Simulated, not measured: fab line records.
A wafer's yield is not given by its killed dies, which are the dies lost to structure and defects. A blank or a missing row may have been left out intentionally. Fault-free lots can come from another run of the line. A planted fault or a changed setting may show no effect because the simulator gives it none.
Split-lot trial	flow n5 finfet	on a route of 1938 steps: 7 lots, 21 wafers read

ON THE SPLIT
At N5_BEOL_M9_COAT_05 (resist thk 90 nm), the setting spin rpm was moved away from the recipe's 1500 rpm on 4 of the 21 wafers read, by -8.2% to +6.5%. All remaining wafers had this setting at the recipe value.

FROM THE SPLIT TO THE READING: what the file shows between them, 4 steps
- N5_BEOL_M9_EBR_07
- N5_BEOL_M9_SOFTBAKE_06: time 60 s
- N5_BEOL_M9_EXPOSE_08: exposes mask M9
- N5_BEOL_M9_PEB_09: peb time 60 s

THE READING
CAR-ArF_of_BEOL_M9_COAT_05.thk nm (the simulator's own value, which no gauge read), in nm, at N5_BEOL_M9_DEVELOP_10 (develop time 30 s). There is no usual value for it anywhere in the file. Average 88.4 nm, standard deviation 0.2 nm, over the 17 wafers here run with the recipe.

wafer	tool, chamber at the split	spin rpm as run, rpm	against the recipe	CAR-ArF_of_BEOL_M9_COAT_05.thk nm, nm	against lot-mates on the recipe
L074.1	litho track-02, 0	1500	recipe	88	-
L074.2	litho track-02, 0	1500	recipe	88.2	-
L074.5	litho track-02, 0	1597	+6.5%	85.4	-2.7
L079.1	litho track-03, 0	1500	recipe	88.4	-
L079.2	litho track-03, 0	1500	recipe	88.8	-
L079.5	litho track-03, 0	1500	recipe	88.8	-
L081.2	litho track-01, 0	1500	recipe	88.2	-
L081.4	litho track-01, 0	1500	recipe	88.2	-
L081.5	litho track-01, 0	1500	recipe	88.4	-
L083.4	litho track-01, 0	1500	recipe	88.4	-
L083.5	litho track-01, 0	1500	recipe	88.4	-
L083.6	litho track-01, 0	1500	recipe	88.4	-
L095.1	litho track-02, 0	1500	recipe	88.4	-
L095.2	litho track-02, 0	1500	recipe	88.4	-
L095.6	litho track-02, 0	1500	recipe	88.2	-
L092.1	litho track-03, 0	1381	-7.9%	92.4	+4.0
L092.4	litho track-03, 0	1500	recipe	88.4	-
L092.6	litho track-03, 0	1381	-7.9%	92	+3.6
L094.2	litho track-01, 0	1500	recipe	88.2	-
L094.3	litho track-01, 0	1500	recipe	88.2	-
L094.4	litho track-01, 0	1377	-8.2%	92.2	+4.0

THE FIT
A straight line over all 21 wafers: CAR-ArF_of_BEOL_M9_COAT_05.thk nm changes by -0.475 nm for each +1% of spin rpm; r = -0.99; the points scatter about the line by 0.2 nm.
The same after taking each lot's own level away (the mean of its wafers on the recipe; 21 wafers): -0.468 nm for each +1%; r = -1.00; scatter 0.14 nm.
According to that fit, moving spin rpm by its largest amount changes the reading by 3.8 nm.
The span of the lots' own levels, 88.10 to 88.67 nm, comes to 2.8 times the standard deviation stated above.
So the lot-to-lot level changes the slope little: the two slopes agree.
Check: for one of the wafers moved furthest among these (-8.2%), held out of the fit, the line's prediction against its lot-mates is +3.82 nm. Against them it came out at +4 nm.

THE WHOLE CHAIN: every reading that the file lists as answering this split, in the file's order
step	what it does	reading	change (the file's fit)	r (the file's)
N5_BEOL_M9_COAT_05	resist thk 90 nm	CAR-ArF_of_BEOL_M9_COAT_05.thk nm (the simulator's own value, which no gauge read)	-0.476 nm for each +1% of the setting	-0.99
N5_BEOL_M9_DEVELOP_10	develop time 30 s	CAR-ArF_of_BEOL_M9_COAT_05.thk nm (the simulator's own value, which no gauge read)	-0.467 nm for each +1% of the setting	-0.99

THE FILE'S OWN FIT
CAR-ArF_of_BEOL_M9_COAT_05.thk nm changes by -0.467 nm for each +1% of spin rpm, r = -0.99.
